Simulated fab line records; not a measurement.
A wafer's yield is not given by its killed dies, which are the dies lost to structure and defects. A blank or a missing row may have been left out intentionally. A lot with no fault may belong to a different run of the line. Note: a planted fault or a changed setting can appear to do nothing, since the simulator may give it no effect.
fab line records -- flow n5Finfet
record: lots: 24, wafers: 72, lastDay: 18
route steps=1938 shown BEOL_M8@1378 BEOL_M9@1414
lots that met no fault: from a run of the same line without faults
startH: start of the lot's first displayed wafer, in hours after the record's first day -- waitH: hours elapsed since this lot's preceding step -- " identical to the entry in the row above -- L1.1+2: a row that stands for several wafers -- - no value present, or no start provided -- * or withheld: withheld -- < > ~ a bound
route shown NAME@n: names a module that has steps shown in the file, with the first one's number in the route -- usual: mean and standard deviation over wafers with no fault -- same: alike in all rows -- chamber/n: place in a boat -- sites: the reading at each site -- _std_site: standard deviation across them -- _edge_site: mean of outer sites minus mean of inner sites -- radiusMm: how far each site lies from the wafer's centre -- mask NAME#n: copy n -- behind: the tool/chamber that last shaped the wafer -- hold: reason for holding the lot/hours on hold/outcome of the hold -- device: names the non-switching transistor (n, p or np) -- end of line: tests of these same wafers at the route's end -- a step given without rows: its recipe and nothing more -- killed: count of dies lost to structure and defects at first sort (not the wafer's yield) -- map: dies across one wafer; x = killed, . = not, _ = none there
set.NAME: the setting as run; set.NAME@STEP: as run at that earlier step -- model.NAME: the simulator's own value behind a step, which no gauge read
one table for each step of the route and one row for each wafer, over a sample of lots
services: the hour from which a tool's chamber was out of use, counted from the record's first day as startH (under 0 if before that day), plus the number of hours and why
== steps ==
step: N5_BEOL_M8_ETCH_41
recipe: chemistry: CH3F/O2, target: SiCN, targetDepthA: 319, taperDeg: 2, timeS: 57.8, ionEnergyEv: 120, maskMaterial: TiN, pressureMtorr: 30, sourceW: 395, biasW: 75, Ar_flow_sccm: 150, CH3F_flow_sccm: 30, O2_flow_sccm: 20
usual: drypumpMotorCurrentA: 5.5/0.56, oesProductAu: 0.77/0.091, rfVppV: 297.2/1.6, showerheadPlenumPTorr: 1.99/0.079, throttleValvePct: 16.26/0.27
lot.wafer,tool,chamber,startH,waitH,drypumpMotorCurrentA,oesProductAu,rfHoursCounterH,rfVppV,showerheadPlenumPTorr,throttleValvePct
L076.2,rieDiel-03,3,-,-,6.4,0.76,141,294.8,1.91,16.52
L076.3,rieDiel-03,2,-,-,4.7,0.98,3,297.0,1.96,15.86
L076.4,rieDiel-03,0,-,-,5.2,0.87,23,300.3,2.16,16.17
L074.4,rieDiel-03,0,-,-,5.2,0.86,25,300.1,2.16,16.19
L074.5,rieDiel-03,0,-,-,5.2,0.87,-,299.8,2.16,16.17
L074.6,rieDiel-03,1,-,-,5.4,0.85,-,296.0,1.96,15.91
L075.3,rieDiel-05,2,-,-,6.3,0.69,206,296.0,1.91,16.62
L075.4,rieDiel-05,1,-,-,5.4,0.70,194,297.5,1.97,16.44
L075.5,rieDiel-05,1,-,-,5.4,0.70,-,299.1,1.97,16.44
L077.3,rieDiel-05,3,-,-,4.8,0.70,206,297.3,2.06,16.37
L077.4,rieDiel-05,2,-,-,6.2,0.68,211,294.8,1.91,16.62
L077.5,rieDiel-05,2,-,-,6.2,0.69,-,294.9,1.91,16.64
L078.1,rieDiel-01,3,-,-,5.7,0.88,24,295.9,1.95,15.87
L078.2,rieDiel-01,2,-,-,5.5,0.90,34,300.5,2.12,15.93
L078.4,rieDiel-01,0,-,-,6.0,0.69,228,300.3,2.05,16.43
L080.1,rieDiel-03,0,-,-,5.2,0.85,32,300.1,2.16,16.19
L080.2,rieDiel-03,2,-,-,4.7,0.95,11,297.9,1.96,15.88
L080.5,rieDiel-03,0,-,-,5.2,0.86,-,301.0,2.16,16.20
L079.1,rieDiel-01,1,-,-,5.9,0.70,201,298.2,2.05,16.44
L079.3,rieDiel-01,3,-,-,5.7,0.86,26,297.8,1.95,15.90
L079.4,rieDiel-01,1,-,-,5.9,0.70,-,298.7,2.05,16.44
L081.2,rieDiel-03,1,-,-,5.4,0.85,49,297.2,1.96,15.93
L081.3,rieDiel-03,0,-,-,5.2,0.86,35,299.7,2.16,16.21
L081.6,rieDiel-03,2,-,-,4.7,0.95,-,295.2,1.95,15.89
L084.3,rieDiel-05,0,-,-,5.2,0.68,208,297.4,1.98,16.21
L084.4,rieDiel-05,3,-,-,4.8,0.70,219,299.0,2.06,16.38
L084.6,rieDiel-05,0,-,-,5.2,0.68,-,297.5,1.98,16.20
L082.1,rieDiel-01,0,-,-,6.0,0.67,240,297.3,2.05,16.46
L082.4,rieDiel-01,1,-,-,5.9,0.69,211,297.6,2.05,16.46
L082.5,rieDiel-01,1,-,-,5.9,0.70,-,298.1,2.05,16.44
L083.3,rieDiel-05,2,-,-,6.2,0.69,220,294.9,1.90,16.65
L083.5,rieDiel-05,3,-,-,4.8,0.70,-,297.9,2.06,16.39
L083.6,rieDiel-05,2,-,-,6.2,0.69,-,295.1,1.90,16.64
L085.1,rieDiel-03,3,-,-,6.4,0.74,162,295.7,1.91,16.56
L085.3,rieDiel-03,2,-,-,4.7,0.92,21,297.7,1.95,15.91
L085.5,rieDiel-03,0,-,-,5.2,0.84,-,299.1,2.15,16.22
L086.1,rieDiel-05,2,-,-,6.2,0.68,229,296.5,1.90,16.67
L086.2,rieDiel-05,3,-,-,4.8,0.69,228,299.7,2.06,16.41
L086.6,rieDiel-05,2,-,-,6.2,0.69,-,294.7,1.90,16.66
L087.1,rieDiel-05,3,-,-,4.8,0.70,231,299.4,2.06,16.40
L087.5,rieDiel-05,3,-,-,4.8,0.70,-,299.2,2.06,16.40
L087.6,rieDiel-05,2,-,-,6.2,0.69,-,294.6,1.90,16.67
L089.3,rieDiel-01,2,-,-,5.5,0.86,63,299.3,2.11,15.97
L089.5,rieDiel-01,0,-,-,6.0,0.98,-,298.2,2.04,16.03
L089.6,rieDiel-01,3,-,-,5.7,0.82,-,295.6,1.94,15.95
L088.1,rieDiel-01,3,-,-,5.7,0.81,57,297.5,1.94,15.96
L088.2,rieDiel-01,1,-,-,5.9,0.67,232,298.0,2.04,16.51
L088.5,rieDiel-01,0,-,-,6.0,0.98,-,298.3,2.04,16.03
L093.1,rieDiel-03,0,-,-,5.2,0.81,62,298.7,2.15,16.24
L093.2,rieDiel-03,2,-,-,4.7,0.88,42,296.7,1.94,15.93
L093.6,rieDiel-03,3,-,-,6.5,0.72,-,294.1,1.90,16.62
L090.1,rieDiel-05,1,-,-,5.4,0.68,236,296.0,1.96,16.55
L090.4,rieDiel-05,2,-,-,6.2,0.67,242,295.5,1.90,16.69
L090.5,rieDiel-05,3,-,-,4.8,0.69,-,297.6,2.05,16.43
L091.2,rieDiel-03,0,-,-,5.2,0.81,62,300.0,2.15,16.25
L091.3,rieDiel-03,3,-,-,6.4,0.72,182,296.9,1.90,16.62
L091.5,rieDiel-03,3,-,-,6.4,0.72,-,295.7,1.90,16.63
L092.1,rieDiel-03,0,-,-,5.2,0.81,63,300.5,2.15,16.26
L092.4,rieDiel-03,2,-,-,4.7,0.87,43,297.6,1.94,15.95
L092.6,rieDiel-03,2,-,-,4.7,0.88,-,297.6,1.94,15.94
L094.3,rieDiel-03,1,-,-,5.4,0.81,79,297.5,1.95,15.97
L094.4,rieDiel-03,3,-,-,6.5,0.72,185,296.9,1.90,16.63
L094.6,rieDiel-03,0,-,-,5.2,0.81,-,298.2,2.14,16.24
L095.1,rieDiel-05,1,-,-,5.4,0.67,239,295.6,1.96,16.53
L095.5,rieDiel-05,0,-,-,5.2,0.67,-,296.7,1.97,16.25
L095.6,rieDiel-05,3,-,-,4.8,0.68,-,297.7,2.05,16.43
L097.3,rieDiel-03,0,-,-,5.2,0.80,70,299.7,2.14,16.29
L097.4,rieDiel-03,2,-,-,4.7,0.86,50,297.2,1.94,15.96
L097.6,rieDiel-03,1,-,-,5.4,0.80,-,296.9,1.95,15.99
L096.1,rieDiel-03,0,-,-,5.2,0.79,72,299.3,2.14,16.27
L096.2,rieDiel-03,1,-,-,5.4,0.81,86,297.7,1.95,15.98
L096.4,rieDiel-03,2,-,-,4.7,0.86,52,296.5,1.94,15.95
step: N5_BEOL_M8_STRIP_80
recipe: chemistry: N2/H2, timeS: 10, powerW: 450, tempC: 40, pressureMtorr: 20, rfFrequencyHz: 6e+07, biasPowerW: 7, n2FlowSccm: 200, h2FlowSccm: 200
usual: drypumpMotorCurrentA: 5.5/0.56, oesProductAu: 0.77/0.092, rfVppV: 59.1/0.88, showerheadPlenumPTorr: 2.52/0.091, throttleValvePct: 23.5/0.42
lot.wafer,tool,chamber,startH,waitH,drypumpMotorCurrentA,oesProductAu,rfHoursCounterH,rfVppV,showerheadPlenumPTorr,throttleValvePct
L076.2,rieDiel-03,3,-,-,6.4,0.74,141,59.0,2.44,24.1
L076.3,rieDiel-03,2,-,-,4.7,0.98,3,59.0,2.50,23.4
L076.4,rieDiel-03,0,-,-,5.2,0.88,23,60.4,2.69,23.4
L074.4,rieDiel-03,0,-,-,5.2,0.88,25,60.5,2.69,23.5
L074.5,rieDiel-03,0,-,-,5.2,0.87,-,59.6,2.69,23.4
L074.6,rieDiel-03,1,-,-,5.4,0.83,-,59.8,2.46,22.8
L075.3,rieDiel-05,2,-,-,6.2,0.69,206,58.7,2.42,24.2
L075.4,rieDiel-05,1,-,-,5.4,0.70,194,57.6,2.50,23.4
L075.5,rieDiel-05,1,-,-,5.4,0.70,-,59.0,2.50,23.4
L077.3,rieDiel-05,3,-,-,4.8,0.70,206,58.2,2.63,23.6
L077.4,rieDiel-05,2,-,-,6.2,0.69,211,59.1,2.42,24.2
L077.5,rieDiel-05,2,-,-,6.2,0.68,-,59.3,2.42,24.2
L078.1,rieDiel-01,3,-,-,5.8,0.88,24,59.9,2.48,23.0
L078.2,rieDiel-01,2,-,-,5.6,0.90,34,59.2,2.69,23.0
L078.4,rieDiel-01,0,-,-,6.0,0.67,228,60.0,2.62,23.7
L080.1,rieDiel-03,0,-,-,5.2,0.86,32,59.0,2.68,23.5
L080.2,rieDiel-03,2,-,-,4.7,0.97,11,60.4,2.50,23.4
L080.5,rieDiel-03,0,-,-,5.2,0.85,-,60.0,2.68,23.5
L079.1,rieDiel-01,1,-,-,5.9,0.70,201,58.7,2.61,23.7
L079.3,rieDiel-01,3,-,-,5.7,0.87,26,60.1,2.48,23.0
L079.4,rieDiel-01,1,-,-,5.9,0.70,-,59.1,2.61,23.7
L081.2,rieDiel-03,1,-,-,5.4,0.83,49,60.2,2.45,22.8
L081.3,rieDiel-03,0,-,-,5.2,0.85,35,59.7,2.68,23.5
L081.6,rieDiel-03,2,-,-,4.7,0.96,-,60.2,2.50,23.4
L084.3,rieDiel-05,0,-,-,5.2,0.67,208,57.6,2.50,23.0
L084.4,rieDiel-05,3,-,-,4.8,0.69,219,59.6,2.63,23.6
L084.6,rieDiel-05,0,-,-,5.2,0.68,-,59.2,2.50,23.0
L082.1,rieDiel-01,0,-,-,6.0,0.67,240,58.7,2.61,23.7
L082.4,rieDiel-01,1,-,-,5.9,0.68,211,58.3,2.61,23.7
L082.5,rieDiel-01,1,-,-,5.9,0.69,-,58.8,2.61,23.7
L083.3,rieDiel-05,2,-,-,6.2,0.69,220,59.2,2.42,24.2
L083.5,rieDiel-05,3,-,-,4.8,0.69,-,59.7,2.63,23.6
L083.6,rieDiel-05,2,-,-,6.2,0.69,-,60.2,2.42,24.2
L085.1,rieDiel-03,3,-,-,6.5,0.72,162,56.4,2.43,24.1
L085.3,rieDiel-03,2,-,-,4.7,0.93,21,61.1,2.49,23.4
L085.5,rieDiel-03,0,-,-,5.2,0.83,-,59.6,2.68,23.5
L086.1,rieDiel-05,2,-,-,6.2,0.68,229,58.8,2.42,24.2
L086.2,rieDiel-05,3,-,-,4.8,0.69,228,59.1,2.62,23.6
L086.6,rieDiel-05,2,-,-,6.2,0.67,-,58.9,2.42,24.2
L087.1,rieDiel-05,3,-,-,4.8,0.68,231,59.0,2.62,23.6
L087.5,rieDiel-05,3,-,-,4.8,0.69,-,59.4,2.62,23.6
L087.6,rieDiel-05,2,-,-,6.2,0.68,-,58.5,2.41,24.2
L089.3,rieDiel-01,2,-,-,5.6,0.85,63,58.6,2.68,23.1
L089.5,rieDiel-01,0,-,-,6.0,0.96,-,58.9,2.61,23.5
L089.6,rieDiel-01,3,-,-,5.7,0.82,-,61.3,2.47,23.1
L088.1,rieDiel-01,3,-,-,5.7,0.83,57,58.6,2.47,23.1
L088.2,rieDiel-01,1,-,-,5.9,0.67,232,58.4,2.60,23.7
L088.5,rieDiel-01,0,-,-,6.0,0.96,-,59.6,2.61,23.5
L093.1,rieDiel-03,0,-,-,5.2,0.81,62,59.8,2.67,23.5
L093.2,rieDiel-03,2,-,-,4.7,0.89,42,58.8,2.49,23.5
L093.6,rieDiel-03,3,-,-,6.5,0.70,-,59.4,2.42,24.1
L090.1,rieDiel-05,1,-,-,5.4,0.67,236,60.2,2.48,23.5
L090.4,rieDiel-05,2,-,-,6.2,0.67,242,58.2,2.41,24.2
L090.5,rieDiel-05,3,-,-,4.8,0.69,-,58.5,2.62,23.6
L091.2,rieDiel-03,0,-,-,5.3,0.82,62,59.9,2.67,23.5
L091.3,rieDiel-03,3,-,-,6.4,0.71,182,59.1,2.42,24.2
L091.5,rieDiel-03,3,-,-,6.4,0.71,-,60.1,2.42,24.1
L092.1,rieDiel-03,0,-,-,5.2,0.81,63,60.8,2.67,23.5
L092.4,rieDiel-03,2,-,-,4.7,0.87,43,60.1,2.49,23.5
L092.6,rieDiel-03,2,-,-,4.7,0.88,-,58.0,2.49,23.5
L094.3,rieDiel-03,1,-,-,5.4,0.78,79,59.1,2.44,22.9
L094.4,rieDiel-03,3,-,-,6.5,0.71,185,59.0,2.42,24.2
L094.6,rieDiel-03,0,-,-,5.2,0.80,-,59.5,2.67,23.5
L095.1,rieDiel-05,1,-,-,5.4,0.67,239,59.2,2.48,23.5
L095.5,rieDiel-05,0,-,-,5.3,0.67,-,57.8,2.49,23.0
L095.6,rieDiel-05,3,-,-,4.8,0.68,-,58.4,2.61,23.6
L097.3,rieDiel-03,0,-,-,5.2,0.80,70,59.5,2.66,23.5
L097.4,rieDiel-03,2,-,-,4.7,0.86,50,58.5,2.48,23.5
L097.6,rieDiel-03,1,-,-,5.4,0.78,-,58.7,2.44,22.9
L096.1,rieDiel-03,0,-,-,5.2,0.80,72,58.9,2.66,23.5
L096.2,rieDiel-03,1,-,-,5.4,0.79,86,58.3,2.44,22.9
L096.4,rieDiel-03,2,-,-,4.7,0.86,52,58.6,2.48,23.5
step: N5_BEOL_M8_CD_MEAS_35
recipe: targetCdNm: 40, polarity: opening
usual: cdNm: 40.1/0.82
lot.wafer,tool,chamber,startH,waitH,cdNm
L076.2,cdSem-02,-,208.62,0.0,40.1
L076.3,cdSem-02,-,208.62,0.0,41.3
L076.4,cdSem-02,-,208.62,0.0,39.8
L074.4,cdSem-02,-,212.28,0.0,41.1
L074.5,cdSem-02,-,212.28,0.0,40.6
L074.6,cdSem-02,-,212.28,0.0,38.7
L075.3,cdSem-03,-,212.33,0.0,40.2
L075.4,cdSem-03,-,212.33,0.0,40.3
L075.5,cdSem-03,-,212.33,0.0,39.9
L077.3,cdSem-03,-,224.84,0.0,39.7
L077.4,cdSem-03,-,224.84,0.0,41.8
L077.5,cdSem-03,-,224.84,0.0,40.4
L078.1,cdSem-03,-,228.75,0.0,39.1
L078.2,cdSem-03,-,228.75,0.0,40.8
L078.4,cdSem-03,-,228.75,0.0,41.3
L080.1,cdSem-03,-,233.93,0.0,39.7
L080.2,cdSem-03,-,233.93,0.0,39.1
L080.5,cdSem-03,-,233.93,0.0,40.7
L079.1,cdSem-01,-,234.96,0.0,41.3
L079.3,cdSem-01,-,234.96,0.0,40.4
L079.4,cdSem-01,-,234.96,0.0,40.4
L081.2,cdSem-03,-,243.74,0.0,40.0
L081.3,cdSem-03,-,243.74,0.0,42.0
L081.6,cdSem-03,-,243.74,0.0,40.7
L084.3,cdSem-01,-,258.99,0.0,38.6
L084.4,cdSem-01,-,258.99,0.0,40.2
L084.6,cdSem-01,-,258.99,0.0,39.8
L082.1,cdSem-01,-,259.56,0.0,40.9
L082.4,cdSem-01,-,259.56,0.0,39.8
L082.5,cdSem-01,-,259.56,0.0,39.5
L083.3,cdSem-03,-,259.64,0.0,40.2
L083.5,cdSem-03,-,259.64,0.0,40.5
L083.6,cdSem-03,-,259.64,0.0,40.3
L085.1,cdSem-03,-,267.40,0.0,39.4
L085.3,cdSem-03,-,267.40,0.0,40.7
L085.5,cdSem-03,-,267.40,0.0,38.4
L086.1,cdSem-01,-,286.30,0.0,39.4
L086.2,cdSem-01,-,286.30,0.0,39.6
L086.6,cdSem-01,-,286.30,0.0,38.4
L087.1,cdSem-03,-,297.82,0.0,40.7
L087.5,cdSem-03,-,297.82,0.0,39.1
L087.6,cdSem-03,-,297.82,0.0,40.6
L089.3,cdSem-02,-,319.18,0.0,40.9
L089.5,cdSem-02,-,319.18,0.0,40.3
L089.6,cdSem-02,-,319.18,0.0,40.5
L088.1,cdSem-02,-,319.59,0.0,39.8
L088.2,cdSem-02,-,319.59,0.0,41.3
L088.5,cdSem-02,-,319.59,0.0,39.3
L093.1,cdSem-02,-,328.94,0.0,39.6
L093.2,cdSem-02,-,328.94,0.0,39.9
L093.6,cdSem-02,-,328.94,0.0,40.3
L090.1,cdSem-02,-,329.09,0.0,40.4
L090.4,cdSem-02,-,329.09,0.0,40.5
L090.5,cdSem-02,-,329.09,0.0,41.1
L091.2,cdSem-02,-,329.52,0.0,40.3
L091.3,cdSem-02,-,329.52,0.0,39.4
L091.5,cdSem-02,-,329.52,0.0,39.9
L092.1,cdSem-03,-,330.23,0.0,39.8
L092.4,cdSem-03,-,330.23,0.0,39.8
L092.6,cdSem-03,-,330.23,0.0,39.9
L094.3,cdSem-02,-,340.20,0.0,39.5
L094.4,cdSem-02,-,340.20,0.0,40.7
L094.6,cdSem-02,-,340.20,0.0,40.2
L095.1,cdSem-02,-,341.08,0.0,40.3
L095.5,cdSem-02,-,341.08,0.0,38.9
L095.6,cdSem-02,-,341.08,0.0,39.7
L097.3,cdSem-01,-,352.52,0.0,40.2
L097.4,cdSem-01,-,352.52,0.0,40.0
L097.6,cdSem-01,-,352.52,0.0,39.0
L096.1,cdSem-02,-,355.69,0.0,40.8
L096.2,cdSem-02,-,355.69,0.0,40.5
L096.4,cdSem-02,-,355.69,0.0,41.0
step: N5_BEOL_M9_CD_MEAS_11
recipe: targetCdNm: 64.1, landingEnergyEv: 500, detector: seInlens, polarity: opening
usual: cdNm: 64.2/0.69
lot.wafer,tool,chamber,startH,waitH,cdNm
L076.2,cdSem-01,0,214.04,-,64.0
L076.3,cdSem-01,0,214.04,-,64.3
L076.4,cdSem-01,0,214.04,-,63.9
L074.4,cdSem-02,0,218.11,-,63.5
L074.5,cdSem-02,0,218.11,-,64.3
L074.6,cdSem-02,0,218.11,-,64.0
L075.3,cdSem-01,0,218.18,-,64.0
L075.4,cdSem-01,0,218.18,-,64.2
L075.5,cdSem-01,0,218.18,-,65.1
L077.3,cdSem-03,0,228.67,-,64.7
L077.4,cdSem-03,0,228.67,-,65.9
L077.5,cdSem-03,0,228.67,-,65.7
L078.1,cdSem-03,0,234.28,-,64.2
L078.2,cdSem-03,0,234.28,-,64.0
L078.4,cdSem-03,0,234.28,-,65.2
L080.1,cdSem-03,0,240.72,-,63.8
L080.2,cdSem-03,0,240.72,-,64.6
L080.5,cdSem-03,0,240.72,-,65.4
L079.1,cdSem-01,0,240.81,-,64.3
L079.3,cdSem-01,0,240.81,-,64.9
L079.4,cdSem-01,0,240.81,-,64.2
L081.2,cdSem-01,0,247.88,-,64.6
L081.3,cdSem-01,0,247.88,-,64.6
L081.6,cdSem-01,0,247.88,-,63.9
L084.3,cdSem-02,0,264.18,-,63.8
L084.4,cdSem-02,0,264.18,-,63.3
L084.6,cdSem-02,0,264.18,-,63.9
L082.1,cdSem-01,0,265.30,-,63.8
L082.4,cdSem-01,0,265.30,-,63.6
L082.5,cdSem-01,0,265.30,-,63.7
L083.3,cdSem-02,0,265.73,-,64.7
L083.5,cdSem-02,0,265.73,-,64.0
L083.6,cdSem-02,0,265.73,-,64.5
L085.1,cdSem-01,0,275.98,-,63.3
L085.3,cdSem-01,0,275.98,-,64.0
L085.5,cdSem-01,0,275.98,-,64.7
L086.1,cdSem-02,0,293.48,-,65.0
L086.2,cdSem-02,0,293.48,-,62.9
L086.6,cdSem-02,0,293.48,-,65.1
L087.1,cdSem-02,0,304.09,-,63.9
L087.5,cdSem-02,0,304.09,-,64.0
L087.6,cdSem-02,0,304.09,-,64.4
L089.3,cdSem-01,0,325.69,-,64.2
L089.5,cdSem-01,0,325.69,-,63.9
L089.6,cdSem-01,0,325.69,-,64.6
L088.1,cdSem-02,0,325.94,-,64.3
L088.2,cdSem-02,0,325.94,-,64.7
L088.5,cdSem-02,0,325.94,-,63.8
L093.1,cdSem-02,0,336.83,-,64.5
L093.2,cdSem-02,0,336.83,-,63.7
L093.6,cdSem-02,0,336.83,-,64.3
L090.1,cdSem-02,0,337.01,-,64.9
L090.4,cdSem-02,0,337.01,-,65.6
L090.5,cdSem-02,0,337.01,-,65.5
L091.2,cdSem-01,0,337.18,-,63.5
L091.3,cdSem-01,0,337.18,-,63.3
L091.5,cdSem-01,0,337.18,-,65.1
L092.1,cdSem-02,0,337.34,-,64.3
L092.4,cdSem-02,0,337.34,-,64.3
L092.6,cdSem-02,0,337.34,-,63.6
L094.3,cdSem-01,0,344.87,-,63.1
L094.4,cdSem-01,0,344.87,-,64.4
L094.6,cdSem-01,0,344.87,-,64.0
L095.1,cdSem-03,0,345.25,-,65.1
L095.5,cdSem-03,0,345.25,-,65.6
L095.6,cdSem-03,0,345.25,-,64.4
L097.3,cdSem-02,0,357.71,-,64.7
L097.4,cdSem-02,0,357.71,-,64.3
L097.6,cdSem-02,0,357.71,-,64.8
L096.1,cdSem-01,0,362.93,-,63.9
L096.2,cdSem-01,0,362.93,-,63.6
L096.4,cdSem-01,0,362.93,-,64.1
step: N5_BEOL_M9_INSPECT_13
recipe: mode: adi, inspectInstrument: brightfield
usual: rawDefectCount: 408/75
lot.wafer,tool,chamber,startH,waitH,rawDefectCount
L076.2,defectInspect-01,-,214.09,0.0,311
L076.3,defectInspect-01,-,214.09,0.0,331
L076.4,defectInspect-01,-,214.09,0.0,329
L074.4,defectInspect-01,-,218.16,0.0,454
L074.5,defectInspect-01,-,218.16,0.0,393
L074.6,defectInspect-01,-,218.16,0.0,506
L075.3,defectInspect-01,-,218.23,0.0,313
L075.4,defectInspect-01,-,218.23,0.0,461
L075.5,defectInspect-01,-,218.23,0.0,281
L077.3,defectInspect-01,-,228.72,0.0,245
L077.4,defectInspect-01,-,228.72,0.0,246
L077.5,defectInspect-01,-,228.72,0.0,272
L078.1,defectInspect-01,-,234.33,0.0,316
L078.2,defectInspect-01,-,234.33,0.0,374
L078.4,defectInspect-01,-,234.33,0.0,343
L080.1,defectInspect-01,-,240.77,0.0,373
L080.2,defectInspect-01,-,240.77,0.0,331
L080.5,defectInspect-01,-,240.77,0.0,312
L079.1,defectInspect-02,-,240.87,0.0,472
L079.3,defectInspect-02,-,240.87,0.0,342
L079.4,defectInspect-02,-,240.87,0.0,407
L081.2,defectInspect-02,-,247.93,0.0,399
L081.3,defectInspect-02,-,247.93,0.0,434
L081.6,defectInspect-02,-,247.93,0.0,382
L084.3,defectInspect-01,-,264.24,0.0,463
L084.4,defectInspect-01,-,264.24,0.0,471
L084.6,defectInspect-01,-,264.24,0.0,397
L082.1,defectInspect-02,-,265.36,0.0,445
L082.4,defectInspect-02,-,265.36,0.0,403
L082.5,defectInspect-02,-,265.36,0.0,398
L083.3,defectInspect-01,-,265.78,0.0,355
L083.5,defectInspect-01,-,265.78,0.0,348
L083.6,defectInspect-01,-,265.78,0.0,526
L085.1,defectInspect-02,-,276.03,0.0,505
L085.3,defectInspect-02,-,276.03,0.0,449
L085.5,defectInspect-02,-,276.03,0.0,446
L086.1,defectInspect-01,-,293.53,0.0,446
L086.2,defectInspect-01,-,293.53,0.0,460
L086.6,defectInspect-01,-,293.53,0.0,429
L087.1,defectInspect-01,-,304.14,0.0,490
L087.5,defectInspect-01,-,304.14,0.0,378
L087.6,defectInspect-01,-,304.14,0.0,482
L089.3,defectInspect-01,-,325.74,0.0,428
L089.5,defectInspect-01,-,325.74,0.0,492
L089.6,defectInspect-01,-,325.74,0.0,441
L088.1,defectInspect-01,-,325.99,0.0,368
L088.2,defectInspect-01,-,325.99,0.0,400
L088.5,defectInspect-01,-,325.99,0.0,429
L093.1,defectInspect-02,-,336.89,0.0,357
L093.2,defectInspect-02,-,336.89,0.0,525
L093.6,defectInspect-02,-,336.89,0.0,306
L090.1,defectInspect-02,-,337.07,0.0,446
L090.4,defectInspect-02,-,337.07,0.0,520
L090.5,defectInspect-02,-,337.07,0.0,478
L091.2,defectInspect-01,-,337.23,0.0,451
L091.3,defectInspect-01,-,337.23,0.0,494
L091.5,defectInspect-01,-,337.23,0.0,503
L092.1,defectInspect-02,-,337.39,0.0,489
L092.4,defectInspect-02,-,337.39,0.0,417
L092.6,defectInspect-02,-,337.39,0.0,373
L094.3,defectInspect-01,-,344.92,0.0,337
L094.4,defectInspect-01,-,344.92,0.0,337
L094.6,defectInspect-01,-,344.92,0.0,439
L095.1,defectInspect-02,-,345.30,0.0,539
L095.5,defectInspect-02,-,345.30,0.0,604
L095.6,defectInspect-02,-,345.30,0.0,507
L097.3,defectInspect-01,-,357.77,0.0,300
L097.4,defectInspect-01,-,357.77,0.0,295
L097.6,defectInspect-01,-,357.77,0.0,401
L096.1,defectInspect-02,-,362.99,0.0,518
L096.2,defectInspect-02,-,362.99,0.0,428
L096.4,defectInspect-02,-,362.99,0.0,472
step: N5_BEOL_M9_CD_MEAS_18
recipe: pitchNm: 140, targetCdNm: 70
usual: cdNm: 70.1/0.78
lot.wafer,tool,chamber,startH,waitH,cdNm
L076.2,cdSem-02,-,214.58,0.1,69.9
L076.3,cdSem-02,-,214.58,0.1,70.6
L076.4,cdSem-02,-,214.58,0.1,69.6
L074.4,cdSem-01,-,218.68,0.1,69.3
L074.5,cdSem-01,-,218.68,0.1,69.5
L074.6,cdSem-01,-,218.68,0.1,69.9
L075.3,cdSem-01,-,218.95,0.1,70.9
L075.4,cdSem-01,-,218.95,0.1,70.3
L075.5,cdSem-01,-,218.95,0.1,70.4
L077.3,cdSem-01,-,229.82,0.1,70.3
L077.4,cdSem-01,-,229.82,0.1,70.7
L077.5,cdSem-01,-,229.82,0.1,71.3
L078.1,cdSem-01,-,234.85,0.0,69.6
L078.2,cdSem-01,-,234.85,0.0,69.6
L078.4,cdSem-01,-,234.85,0.0,71.6
L080.1,cdSem-01,-,241.26,0.0,70.2
L080.2,cdSem-01,-,241.26,0.0,71.2
L080.5,cdSem-01,-,241.26,0.0,71.6
L079.1,cdSem-03,-,241.35,0.0,70.0
L079.3,cdSem-03,-,241.35,0.0,71.2
L079.4,cdSem-03,-,241.35,0.0,70.0
L081.2,cdSem-03,-,248.42,0.1,70.3
L081.3,cdSem-03,-,248.42,0.1,69.9
L081.6,cdSem-03,-,248.42,0.1,70.2
L084.3,cdSem-02,-,264.89,0.1,69.5
L084.4,cdSem-02,-,264.89,0.1,68.6
L084.6,cdSem-02,-,264.89,0.1,69.1
L082.1,cdSem-01,-,265.85,0.0,69.8
L082.4,cdSem-01,-,265.85,0.0,69.3
L082.5,cdSem-01,-,265.85,0.0,69.3
L083.3,cdSem-03,-,266.27,0.1,71.6
L083.5,cdSem-03,-,266.27,0.1,70.3
L083.6,cdSem-03,-,266.27,0.1,70.9
L085.1,cdSem-03,-,276.52,0.0,69.3
L085.3,cdSem-03,-,276.52,0.0,69.4
L085.5,cdSem-03,-,276.52,0.0,69.9
L086.1,cdSem-01,-,294.02,0.0,70.4
L086.2,cdSem-01,-,294.02,0.0,69.6
L086.6,cdSem-01,-,294.02,0.0,71.2
L087.1,cdSem-01,-,304.63,0.0,68.6
L087.5,cdSem-01,-,304.63,0.0,70.0
L087.6,cdSem-01,-,304.63,0.0,70.8
L089.3,cdSem-02,-,326.32,0.1,71.2
L089.5,cdSem-02,-,326.32,0.1,70.1
L089.6,cdSem-02,-,326.32,0.1,70.3
L088.1,cdSem-01,-,326.53,0.0,70.6
L088.2,cdSem-01,-,326.53,0.0,70.6
L088.5,cdSem-01,-,326.53,0.0,68.9
L093.1,cdSem-03,-,337.37,0.0,71.3
L093.2,cdSem-03,-,337.37,0.0,70.3
L093.6,cdSem-03,-,337.37,0.0,69.8
L090.1,cdSem-03,-,337.79,0.0,71.3
L090.4,cdSem-03,-,337.79,0.0,72.1
L090.5,cdSem-03,-,337.79,0.0,70.3
L091.2,cdSem-03,-,337.83,0.1,70.2
L091.3,cdSem-03,-,337.83,0.1,68.1
L091.5,cdSem-03,-,337.83,0.1,70.6
L092.1,cdSem-03,-,337.91,0.0,70.2
L092.4,cdSem-03,-,337.91,0.0,70.3
L092.6,cdSem-03,-,337.91,0.0,70.2
L094.3,cdSem-01,-,345.61,0.1,69.5
L094.4,cdSem-01,-,345.61,0.1,69.3
L094.6,cdSem-01,-,345.61,0.1,69.8
L095.1,cdSem-03,-,346.23,0.0,70.8
L095.5,cdSem-03,-,346.23,0.0,71.6
L095.6,cdSem-03,-,346.23,0.0,71.1
L097.3,cdSem-02,-,358.26,0.1,70.7
L097.4,cdSem-02,-,358.26,0.1,70.6
L097.6,cdSem-02,-,358.26,0.1,71.0
L096.1,cdSem-01,-,363.64,0.1,70.3
L096.2,cdSem-01,-,363.64,0.1,69.8
L096.4,cdSem-01,-,363.64,0.1,69.4
== services ==
tool,chamber,startH,hours,kind
rieDiel-05,3,226.98,4.9,repair
rieDiel-01,2,234.02,5.6,repair
rieDiel-05,2,241.81,11.7,repair
rieDiel-05,1,284.48,2.8,repair
rieDiel-01,0,288.98,-,clean
rieDiel-01,0,288.98,-,consumableReplace:focusRing
rieDiel-01,0,288.98,18.9,scheduledDown
rieDiel-01,0,288.98,18.9,ventCycle
rieDiel-01,1,330.90,18.3,repair
rieDiel-05,1,334.52,2.8,repair
rieDiel-05,2,353.01,-,clean
rieDiel-05,2,353.01,-,consumableReplace:focusRing
rieDiel-05,2,353.01,-,consumableReplace:showerhead
rieDiel-05,2,353.01,18.7,scheduledDown
rieDiel-05,2,353.01,18.7,ventCycle
== key ==
fault none
